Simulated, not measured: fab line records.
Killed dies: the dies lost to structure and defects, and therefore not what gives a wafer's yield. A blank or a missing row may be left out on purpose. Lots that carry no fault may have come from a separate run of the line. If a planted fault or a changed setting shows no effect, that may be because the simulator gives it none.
fab line records -- flow n5_finfet -- part 2 of 2: steps 4 to 6 of 6
record lots=20, wafers=60, last_day=18
route steps=1938 shown MOL_CONTACT_COAG@573 BEOL_M0_SAQP@636
lots that met no fault: from a run of the same line without faults
start_h: hours from the record's first day to the start of the lot's first wafer shown -- wait_h: hours from the lot's prior step to this one -- " same as the row above -- L1.1+2: one row covering several wafers at once -- - no value, or no start given -- * or withheld: withheld -- < > ~ a bound
route shown NAME@n: a module of which the file shows steps, and the number in the route of the first -- usual: the fault-free wafers' mean and standard deviation -- same: alike in all rows -- chamber/n: place in a boat -- sites: readings site by site -- _std_site: standard deviation of those values -- _edge_site: inner sites' mean taken away from outer sites' mean -- radius_mm: how far each site lies from the wafer's centre -- mask NAME#n: copy n -- behind: tool/chamber where the wafer was last shaped -- hold: reason for holding the lot/hours on hold/outcome of the hold -- device: transistor that didn't switch, given as n, p or np -- end of line: the tests these same wafers got at the end of their route -- step lacking rows: just its recipe -- killed: count of dies lost to structure and defects at first sort (not the wafer's yield) -- map: dies across one wafer; x = killed, . = not, _ = none there
set.NAME: the setting that was run; set.NAME@STEP: the one run at that earlier step -- model.NAME: the simulator's own value behind a step, which no gauge read
one table for each step of the route and one row for each wafer, over a sample of lots
services: the hour from which a tool's chamber was out of use, counted from the record's first day as start_h (under 0 if before that day), plus the number of hours and why
## steps
# step N5_MOL_CONTACT_COAG_STRIP_72
# recipe chemistry=N2/H2, power_w=450, temp_c=40, pressure_mtorr=20, rf_frequency_hz=6e+07, overash_fraction=3, bias_power_w=7, h2_frac=0.5, n2_flow_sccm=200, h2_flow_sccm=200
# usual drypump_motor_current_A=5.5/0.37, n2_flow_sccm=200.1/0.58, oes_product_au=0.78/0.087, power_w=449.8/1.4, rf_vpp_V=59.3/1.9, showerhead_plenum_p_Torr=2.54/0.099, throttle_valve_pct=23.60/0.27
# same overash_fraction=3
lot.wafer,tool,chamber,start_h,wait_h,drypump_motor_current_A,n2_flow_sccm,oes_product_au,power_w,rf_hours_counter_h,rf_vpp_V,showerhead_plenum_p_Torr,throttle_valve_pct
L074.1,rie_diel-04,2,109.80,0.0,4.8,200.3,0.94,449.9,16,56.3,2.48,23.29
L074.2,rie_diel-04,1,109.80,0.0,5.3,200.3,0.73,451.3,194,57.3,2.61,23.65
L074.3,rie_diel-04,3,109.80,0.0,5.6,200.5,0.71,447.2,168,58.3,2.43,23.48
L075.3,rie_diel-04,3,114.30,0.0,5.6,200.4,0.74,449.2,170,57.3,2.43,23.50
L075.4,rie_diel-04,1,114.30,0.0,5.3,200.4,0.74,450.7,196,57.9,2.61,23.65
L075.6,rie_diel-04,1,114.30,0.0,5.3,199.4,0.71,452.1,-,59.8,2.61,23.71
L076.3,rie_diel-02,0,116.73,0.0,5.7,199.4,0.72,449.3,180,55.5,2.44,24.12
L076.4,rie_diel-02,1,116.73,0.0,5.0,199.9,0.92,449.4,13,60.0,2.59,23.23
L076.6,rie_diel-02,0,116.73,0.0,5.7,199.4,0.72,448.9,-,59.2,2.44,24.08
L077.3,rie_diel-04,2,123.75,0.0,4.8,200.4,0.92,447.3,21,60.9,2.48,23.24
L077.4,rie_diel-04,3,123.75,0.0,5.6,200.4,0.71,451.7,174,56.3,2.42,23.53
L077.6,rie_diel-04,2,123.75,0.0,4.8,200.6,0.93,449.6,-,60.3,2.48,23.27
L078.2,rie_diel-05,1,125.97,0.0,5.5,199.9,0.75,450.7,172,57.6,2.43,23.84
L078.4,rie_diel-05,0,125.97,0.0,4.9,200.1,0.83,451.1,-,60.5,2.58,23.12
L078.5,rie_diel-05,2,125.97,0.0,5.9,199.5,0.71,449.0,-,61.3,2.64,23.65
L079.3,rie_diel-04,0,131.71,0.0,5.9,199.7,0.70,449.9,179,55.7,2.42,23.87
L079.4,rie_diel-04,3,131.71,0.0,5.6,200.2,0.71,451.8,177,59.9,2.42,23.48
L079.6,rie_diel-04,3,131.71,0.0,5.6,200.4,0.70,451.4,-,59.4,2.42,23.48
L080.1,rie_diel-05,0,139.80,0.0,5.0,200.0,0.82,450.3,67,58.8,2.58,23.16
L080.4,rie_diel-05,3,139.80,0.0,5.7,200.7,0.95,452.4,4,59.7,2.72,23.55
L080.6,rie_diel-05,3,139.80,0.0,5.7,199.8,0.95,451.0,-,61.1,2.71,23.52
L082.1,rie_diel-05,1,152.30,0.0,5.5,200.4,0.75,450.7,181,57.9,2.43,23.88
L082.4,rie_diel-05,0,152.30,0.0,5.0,200.0,0.81,446.6,72,56.4,2.57,23.14
L082.5,rie_diel-05,3,152.30,0.0,5.7,200.0,0.94,451.2,-,56.6,2.71,23.53
L083.1,rie_diel-04,2,161.18,0.0,4.8,201.1,0.89,449.8,35,58.9,2.47,23.26
L083.2,rie_diel-04,0,161.18,0.0,5.9,200.6,0.70,449.0,189,58.2,2.42,23.86
L083.5,rie_diel-04,0,161.18,0.0,5.8,201.0,0.70,449.4,-,60.3,2.42,23.92
L084.1,rie_diel-05,1,174.92,0.0,5.6,200.5,0.75,449.8,190,57.8,2.42,23.87
L084.5,rie_diel-05,2,174.92,0.0,5.9,199.7,0.70,448.4,-,60.2,2.63,23.66
L084.6,rie_diel-05,3,174.92,0.0,5.7,200.1,0.90,450.1,-,58.2,2.71,23.61
L086.1,rie_diel-02,0,177.04,0.0,5.7,199.9,0.71,447.9,199,60.1,2.43,24.10
L086.2,rie_diel-02,1,177.04,0.0,5.0,200.2,0.88,449.8,30,62.3,2.59,23.23
L086.4,rie_diel-02,2,177.04,0.0,5.9,200.3,0.71,449.5,196,62.0,2.64,23.71
L087.1,rie_diel-04,0,184.59,0.0,5.9,199.3,0.70,450.6,198,61.0,2.42,23.85
L087.2,rie_diel-04,1,184.59,0.0,5.3,200.1,0.71,450.3,218,60.0,2.60,23.67
L087.6,rie_diel-04,0,184.59,0.0,5.9,199.7,0.69,451.4,-,57.7,2.42,23.92
L088.2,rie_diel-05,1,186.92,0.0,5.5,199.3,0.74,447.6,194,57.4,2.42,23.87
L088.5,rie_diel-05,1,186.92,0.0,5.5,199.0,0.74,447.3,-,54.1,2.42,23.88
L088.6,rie_diel-05,0,186.92,0.0,4.9,198.4,0.81,451.4,-,60.4,2.57,23.15
L089.3,rie_diel-05,2,195.08,0.0,5.9,199.8,0.70,448.8,201,59.8,2.63,23.67
L089.4,rie_diel-05,3,195.08,0.0,5.7,199.6,0.89,451.1,21,62.7,2.71,23.60
L089.5,rie_diel-05,3,195.08,0.0,5.7,199.8,0.88,450.3,-,61.3,2.71,23.57
L090.2,rie_diel-04,3,196.67,0.0,5.6,199.8,0.69,450.4,200,61.4,2.41,23.56
L090.3,rie_diel-04,1,196.67,0.0,5.3,199.9,0.71,451.1,222,56.7,2.60,23.73
L090.4,rie_diel-04,2,196.67,0.0,4.8,199.5,0.87,449.8,48,58.6,2.46,23.33
L091.1,rie_diel-04,1,206.71,0.0,5.3,200.3,0.69,450.5,225,62.6,2.60,23.71
L091.3,rie_diel-04,3,206.71,0.0,5.7,200.0,0.69,450.1,203,55.0,2.41,23.55
L091.4,rie_diel-04,0,206.71,0.0,5.9,201.7,0.69,449.7,206,58.9,2.41,23.86
L092.2,rie_diel-05,2,215.57,0.1,5.9,198.8,0.69,452.1,208,58.3,2.63,23.68
L092.5,rie_diel-05,3,215.57,0.1,5.8,200.0,0.89,450.5,-,58.8,2.70,23.52
L092.6,rie_diel-05,2,215.57,0.1,5.9,199.6,0.69,451.5,-,57.9,2.63,23.67
L093.1,rie_diel-02,1,216.04,0.0,5.0,200.5,0.85,447.1,44,59.0,2.58,23.30
L093.2,rie_diel-02,3,216.04,0.0,5.4,199.7,0.88,451.2,48,58.2,2.56,23.33
L093.3,rie_diel-02,0,216.04,0.0,5.7,201.3,0.70,450.2,211,59.3,2.43,24.12
L095.2,rie_diel-05,0,226.47,0.0,5.0,200.5,0.78,447.4,93,56.2,2.57,23.22
L095.4,rie_diel-05,1,226.47,0.0,5.5,200.6,0.74,449.9,209,55.7,2.42,23.89
L095.5,rie_diel-05,2,226.47,0.0,5.9,198.6,0.71,448.3,-,59.6,2.62,23.74
L097.4,rie_diel-02,1,241.89,0.0,5.0,200.0,0.85,450.0,57,57.5,2.57,23.30
L097.5,rie_diel-02,1,241.89,0.0,5.0,200.0,0.84,448.4,-,59.3,2.57,23.29
L097.6,rie_diel-02,0,241.89,0.0,5.7,200.6,0.70,450.3,-,58.9,2.42,24.14
# step N5_MOL_CONTACT_COAG_STRIP_49
# recipe chemistry=N2/H2, time_s=30, power_w=1000, temp_c=250, pressure_mtorr=withheld, n2_flow_sccm=1750, h2_flow_sccm=3250
# usual drypump_motor_current_A=5.71/0.28, heater_power_w=349/30, n2_flow_sccm=1750/5.6
lot.wafer,tool,chamber,start_h,wait_h,drypump_motor_current_A,heater_power_w,n2_flow_sccm,rf_hours_counter_h
L074.1,plasma_asher-02,1,109.88,-,5.91,316,1759,45
L074.2,plasma_asher-02,0,109.88,-,5.79,329,1754,45
L074.3,plasma_asher-02,0,109.88,-,5.82,317,1760,-
L075.3,plasma_asher-02,1,114.40,-,5.91,315,1756,-
L075.4,plasma_asher-02,0,114.40,-,5.84,322,1760,-
L075.6,plasma_asher-02,0,114.40,-,5.82,323,1760,-
L076.3,plasma_asher-02,0,116.83,-,5.76,324,1747,-
L076.4,plasma_asher-02,1,116.83,-,5.91,309,1755,-
L076.6,plasma_asher-02,0,116.83,-,5.79,327,1747,-
L077.3,plasma_asher-01,1,123.85,-,5.30,386,1744,-
L077.4,plasma_asher-01,0,123.85,-,5.91,372,1754,-
L077.6,plasma_asher-01,0,123.85,-,5.91,357,1753,-
L078.2,plasma_asher-01,0,126.05,-,5.91,367,1743,97
L078.4,plasma_asher-01,0,126.05,-,5.92,370,1752,-
L078.5,plasma_asher-01,1,126.05,-,5.25,378,1751,-
L079.3,plasma_asher-02,0,131.81,-,5.83,317,1750,-
L079.4,plasma_asher-02,1,131.81,-,5.92,318,1748,-
L079.6,plasma_asher-02,0,131.81,-,5.80,318,1748,-
L080.1,plasma_asher-01,0,139.89,-,5.94,357,1752,99
L080.4,plasma_asher-01,0,139.89,-,5.92,362,1749,-
L080.6,plasma_asher-01,1,139.89,-,5.27,391,1756,-
L082.1,plasma_asher-02,0,152.38,-,5.81,322,1757,52
L082.4,plasma_asher-02,0,152.38,-,5.83,323,1755,-
L082.5,plasma_asher-02,1,152.38,-,5.92,314,1763,-
L083.1,plasma_asher-01,1,161.26,-,5.24,380,1755,103
L083.2,plasma_asher-01,0,161.26,-,5.91,353,1744,103
L083.5,plasma_asher-01,1,161.26,-,5.21,395,1750,-
L084.1,plasma_asher-02,1,175.01,-,5.90,310,1757,59
L084.5,plasma_asher-02,0,175.01,-,5.79,329,1744,-
L084.6,plasma_asher-02,1,175.01,-,5.91,314,1757,-
L086.1,plasma_asher-02,0,177.12,-,5.83,328,1758,59
L086.2,plasma_asher-02,1,177.12,-,5.92,305,1745,59
L086.4,plasma_asher-02,0,177.12,-,5.86,327,1753,-
L087.1,plasma_asher-01,1,184.67,-,5.29,405,1751,108
L087.2,plasma_asher-01,0,184.67,-,5.91,361,1745,108
L087.6,plasma_asher-01,1,184.67,-,5.24,386,1751,-
L088.2,plasma_asher-02,1,187.00,-,5.94,308,1745,60
L088.5,plasma_asher-02,1,187.00,-,5.90,326,1742,-
L088.6,plasma_asher-02,0,187.00,-,5.81,330,1751,-
L089.3,plasma_asher-01,0,195.19,-,5.93,357,1749,-
L089.4,plasma_asher-01,1,195.19,-,5.28,379,1754,-
L089.5,plasma_asher-01,1,195.19,-,5.25,384,1753,-
L090.2,plasma_asher-01,1,196.75,-,5.28,382,1750,111
L090.3,plasma_asher-01,0,196.75,-,5.91,357,1735,-
L090.4,plasma_asher-01,1,196.75,-,5.28,382,1744,-
L091.1,plasma_asher-01,1,206.79,-,5.26,391,1740,113
L091.3,plasma_asher-01,1,206.79,-,5.27,378,1752,-
L091.4,plasma_asher-01,0,206.79,-,5.91,364,1752,-
L092.2,plasma_asher-01,1,215.68,-,5.27,372,1742,113
L092.5,plasma_asher-01,0,215.68,-,5.90,355,1753,-
L092.6,plasma_asher-01,1,215.68,-,5.24,385,1755,-
L093.1,plasma_asher-01,0,216.12,-,5.90,368,1748,113
L093.2,plasma_asher-01,1,216.12,-,5.28,382,1745,113
L093.3,plasma_asher-01,0,216.12,-,5.90,363,1749,-
L095.2,plasma_asher-02,1,226.66,-,5.93,318,1747,68
L095.4,plasma_asher-02,0,226.66,-,5.80,321,1748,-
L095.5,plasma_asher-02,1,226.66,-,5.92,314,1757,-
L097.4,plasma_asher-02,0,241.99,-,5.78,316,1742,-
L097.5,plasma_asher-02,0,241.99,-,5.82,331,1750,-
L097.6,plasma_asher-02,1,241.99,-,5.89,316,1760,-
# step N5_BEOL_M0_SAQP_PECVD_96
# recipe material=a-Si, target_thk_a=450, temp_c=350, precursor=SiH4/He, pressure_torr=3, rf_w=100, time_s=45.2
# usual heater_power_w=587/47, showerhead_plenum_p_Torr=5.69/0.067, throttle_valve_pct=18.0/0.87
lot.wafer,tool,chamber,start_h,wait_h,heater_power_w,showerhead_plenum_p_Torr,throttle_valve_pct
L074.1,pecvd-03,0,114.79,0.0,594,5.74,18.1
L074.2,pecvd-03,2,114.79,0.0,562,5.67,17.5
L074.3,pecvd-03,1,114.79,0.0,571,5.60,19.0
L075.3,pecvd-03,0,119.60,0.0,601,5.72,18.1
L075.4,pecvd-03,1,119.60,0.0,546,5.60,19.2
L075.6,pecvd-03,2,119.60,0.0,556,5.68,17.6
L076.3,pecvd-03,1,121.98,0.0,574,5.60,19.0
L076.4,pecvd-03,0,121.98,0.0,637,5.74,18.4
L076.6,pecvd-03,1,121.98,0.0,566,5.62,18.9
L077.3,pecvd-03,2,128.34,0.0,566,5.67,17.4
L077.4,pecvd-03,0,128.34,0.0,614,5.74,18.0
L077.6,pecvd-03,1,128.34,0.0,542,5.61,18.9
L078.2,pecvd-04,1,133.75,0.0,609,5.81,18.4
L078.4,pecvd-04,2,133.75,0.0,541,5.68,16.2
L078.5,pecvd-04,1,133.75,0.0,598,5.81,18.2
L079.3,pecvd-01,2,136.33,0.0,645,5.72,18.2
L079.4,pecvd-01,0,136.33,0.0,630,5.62,17.9
L079.6,pecvd-01,2,136.33,0.0,658,5.71,18.4
L080.1,pecvd-04,1,146.21,0.0,561,5.81,18.3
L080.4,pecvd-04,2,146.21,0.0,555,5.67,15.9
L080.6,pecvd-04,1,146.21,0.0,548,5.82,18.2
L082.1,pecvd-01,2,156.90,0.0,616,5.71,18.4
L082.4,pecvd-01,0,156.90,0.0,652,5.61,17.8
L082.5,pecvd-01,2,156.90,0.0,646,5.72,18.6
L083.1,pecvd-03,1,168.17,0.0,551,5.61,19.1
L083.2,pecvd-03,0,168.17,0.0,639,5.74,18.1
L083.5,pecvd-03,1,168.17,0.0,564,5.61,19.1
L086.1,pecvd-04,2,184.00,0.0,568,5.65,16.0
L086.2,pecvd-04,1,184.00,0.0,583,5.80,18.2
L086.4,pecvd-04,2,184.00,0.0,575,5.68,16.3
L084.1,pecvd-03,1,184.10,0.0,548,5.60,18.6
L084.5,pecvd-03,2,184.10,0.0,561,5.67,17.6
L084.6,pecvd-03,1,184.10,0.0,567,5.62,19.1
L087.1,pecvd-01,0,190.96,0.0,657,5.61,18.0
L087.2,pecvd-01,2,190.96,0.0,722,5.73,18.3
L087.6,pecvd-01,2,190.96,0.0,736,5.73,18.4
L088.2,pecvd-04,0,192.86,0.0,629,5.65,17.7
L088.5,pecvd-04,2,192.86,0.0,566,5.67,16.4
L088.6,pecvd-04,0,192.86,0.0,619,5.64,17.9
L089.3,pecvd-04,1,201.09,0.0,586,5.81,18.1
L089.4,pecvd-04,2,201.09,0.0,535,5.68,16.1
L089.5,pecvd-04,0,201.09,0.0,652,5.65,18.0
L090.2,pecvd-03,1,203.81,0.0,547,5.61,18.9
L090.3,pecvd-03,2,203.81,0.0,496,5.68,17.5
L090.4,pecvd-03,2,203.81,0.0,483,5.67,17.8
L091.1,pecvd-03,1,211.86,0.0,541,5.62,19.3
L091.3,pecvd-03,0,211.86,0.0,643,5.75,18.2
L091.4,pecvd-03,1,211.86,0.0,539,5.62,19.3
L092.2,pecvd-04,0,221.42,0.0,565,5.65,17.9
L092.5,pecvd-04,1,221.42,0.0,625,5.82,18.8
L092.6,pecvd-04,2,221.42,0.0,537,5.69,16.2
L093.1,pecvd-01,0,223.21,0.0,614,5.63,18.0
L093.2,pecvd-01,1,223.21,0.0,580,5.77,19.5
L093.3,pecvd-01,1,223.21,0.0,571,5.78,19.6
L095.2,pecvd-03,2,231.66,0.0,524,5.68,17.7
L095.4,pecvd-03,2,231.66,0.0,537,5.67,17.4
L095.5,pecvd-03,0,231.66,0.0,598,5.73,18.2
L097.4,pecvd-04,0,247.67,0.0,610,5.65,17.9
L097.5,pecvd-04,1,247.67,0.0,617,5.82,18.1
L097.6,pecvd-04,2,247.67,0.0,509,5.67,16.3
## services
tool,chamber,start_h,hours,kind
pecvd-04,1,90.78,7.1,repair
pecvd-03,0,93.93,3.9,repair
plasma_asher-02,-,95.13,2.8,pm
rie_diel-04,-,99.96,4.3,pm
rie_diel-02,-,110.97,2.8,pm
rie_diel-05,0,113.45,3.9,repair
rie_diel-05,-,116.55,0.5,repair
rie_diel-05,3,117.37,-,clean
rie_diel-05,3,117.37,-,consumable_replace:focus_ring
rie_diel-05,3,117.37,-,consumable_replace:showerhead
rie_diel-05,3,117.37,14.9,scheduled_down
rie_diel-05,3,117.37,14.9,vent_cycle
pecvd-03,1,140.56,5.5,scheduled_down
rie_diel-04,3,144.48,1.3,repair
pecvd-01,1,151.00,6.7,repair
plasma_asher-01,-,152.33,4.6,repair
pecvd-03,2,164.62,5.5,scheduled_down
rie_diel-04,1,165.57,6.6,repair
rie_diel-02,1,169.13,2.1,repair
pecvd-01,2,209.43,19.8,repair
pecvd-03,2,211.82,5.0,scheduled_down
rie_diel-04,-,212.45,14.6,pm
rie_diel-05,0,213.96,11.5,repair
pecvd-01,-,229.78,28.1,pm
